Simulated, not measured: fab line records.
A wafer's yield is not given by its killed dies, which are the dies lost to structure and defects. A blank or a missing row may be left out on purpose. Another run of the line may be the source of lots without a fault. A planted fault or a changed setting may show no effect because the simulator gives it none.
Problem report in the 8D (eight disciplines) form, filled by code | flow nand-harc | the parts of the form that need people (team, actions taken, sign-off) are left out

== 1. WHAT WENT WRONG ==
At NHARC_P_M1_CD_MEAS_09, cd-nm averages 145.0 nm over 12 wafers from 4 lots, while fault-free wafers read 129.7 nm, standard deviation 0.54. Relative to the usual mean, that is a shift of +28 standard deviations.
The step: target cd 130 nm.
The first sign was on wafer L995.3 at day 11 08:28, on cd-sem-01. Wafers with a number at this step in the record: 36, from 12 lots. Rule for "out" (also "out of limits"): further than 4 standard deviations from the usual mean. The other wafers with a number count as sound.

== 2. WHAT IT IS, AND WHAT IT ISN'T ==
question                    | is                              | is not
which readings at this step | cd-nm                           | -
which lots                  | L995, L996, L997, L999          | L103, L104, L106, L983, L984, L985, L990, L992
which wafers of those lots  | all that have a number          | -
read on which gauges        | cd-sem-01, cd-sem-02, cd-sem-03 | -
when                        | from day 11 08:28               | up to then (15 sound wafers); but 9 sound wafers of L103, L104, L106 came after

== 3. SUSPECTS, AND WHAT RULES EACH OUT ==
Counting: a tool at a process step up to the reading stays a suspect if it ran every lot that is out and no sound lot after the first of them.
- the gauge at NHARC_P_M1_CD_MEAS_09: ruled out. Those wafers that are out were read across 3 gauges (cd-sem-01, cd-sem-02, cd-sem-03).
- arfi-scanner-03 at NHARC_P_M1_EXPOSE_06 (exposes mask P M1, target cd 130 nm): kept. It ran every lot that is out, first L995 (day 11 08:20), and no sound lot after that; its last sound lot up to then is L990 (day 9 15:03). Its own exposure-dose-mJ-cm2 readings are out on those wafers.
Left after counting: arfi-scanner-03 at NHARC_P_M1_EXPOSE_06.

== 4. THE CAUSE (what the simulator had put in) ==
Drift in process parameters on arfi-scanner-03 at NHARC_P_M1_EXPOSE_06, starting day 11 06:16. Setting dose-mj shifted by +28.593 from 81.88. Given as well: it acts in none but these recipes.
This tool alone remained once counting was done.

== 5. THE CHAIN OF EFFECTS, in route order ==
Each row: a reading where the mean over the struck wafers with a number is more than 3 standard deviations away from the usual. Only readings whose record carries a usual standard deviation are examined. hours: median over the lots of the time between each lot's start at the first step of this table that gives one and its start at this step. sigmas: the change, counted in usual standard deviations.
hours | step                  | reading              | usual    | on struck wafers | change | sigmas
0     | NHARC_P_M1_EXPOSE_06  | exposure-dose-mJ-cm2 | 81.87    | 104.89           | +23.02 | +99 or more
0     | NHARC_P_M1_CD_MEAS_09 | cd-nm                | 129.7 nm | 145.0            | +15.3  | +28
1     | NHARC_P_M1_CD_MEAS_16 | cd-nm                | 129.5 nm | 144.5            | +15.0  | +22
The process steps in it:
- NHARC_P_M1_EXPOSE_06: exposes mask P M1, target cd 130 nm.
At these later measuring or inspecting steps, every struck wafer for which the step has a row has a number for every such reading, and none has moved that far: NHARC_END_SORT_01.

== 6. HOW IT WOULD HAVE BEEN CAUGHT EARLIER ==
2 hours passed between the start of the fault at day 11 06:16 and the first reading out of limits at a measuring or inspecting step in this record, taken at day 11 08:28.
At NHARC_P_M1_EXPOSE_06, the tool's own readings (exposure-dose-mJ-cm2) were out on each struck wafer the step has a row for, so an alarm limit on them would have fired on the first such wafer.
Of the lots that are out (4), L996, L997, L999 began NHARC_P_M1_EXPOSE_06 on arfi-scanner-03 after day 11 08:28. A hold on the tool at that time would have spared those 3.
